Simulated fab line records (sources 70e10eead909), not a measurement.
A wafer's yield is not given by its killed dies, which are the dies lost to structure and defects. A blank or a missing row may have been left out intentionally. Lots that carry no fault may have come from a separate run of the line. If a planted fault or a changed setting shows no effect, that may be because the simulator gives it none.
Chamber matching | flow nandHarc | 3 sister chambers for NHARC_P_M2_PRE_CLEAN_32 on pecvd-04
The step time 12 s. 6 wafers are shown with their chamber, then 7 later ones without.

## WAFERS WITH THEIR CHAMBER
wafer  | chamber | heaterPowerW (W) | heaterPowerOuterW (W)
L255.4 | 2       | 691              | 382
L257.5 | 2       | 639              | 352
L258.4 | 0       | 514              | 319
L258.6 | 1       | 510              | 278
L262.1 | 0       | 492              | 316
L262.3 | 1       | 566              | 308

## WAFERS MISSING THEIR CHAMBER
wafer  | heaterPowerW (W) | heaterPowerOuterW (W)
L262.6 | 657              | 385
L263.2 | 611              | 335
L263.3 | 586              | 335
L263.4 | 612              | 346
L266.2 | 545              | 350
L266.4 | 538              | 344
L266.5 | 549              | 294

## WHICH CHAMBER EACH ONE RAN IN
wafer  | from the rows above          | in truth
L262.6 | 2                            | 2
L263.2 | can't be placed: 2 or 1 or 0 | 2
L263.3 | can't be placed: 0 or 1 or 2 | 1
L263.4 | can't be placed: 2 or 0 or 1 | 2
L266.2 | can't be placed: 0 or 1 or 2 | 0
L266.4 | can't be placed: 0 or 1      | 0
L266.5 | can't be placed: 1 or 0      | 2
Correct placement for 1 of the 7. These rows do not allow placing 6 (true chamber among the candidates in 5). 0 placed wrongly.
How it was worked out, from the rows above alone: a wafer's distance from a chamber is the root of the sum, over the readings, of the square of ((its reading less the chamber's mean) divided by the reading's scatter). The wafer belongs to the nearest chamber; if the next one is less than 2 further off, it can't be placed. The mean given for a chamber averages the wafers shown for that chamber. The scatter: the root of (the sum of the squares of (reading less its chamber's mean) over the shown wafers, divided by (wafers less chambers)).
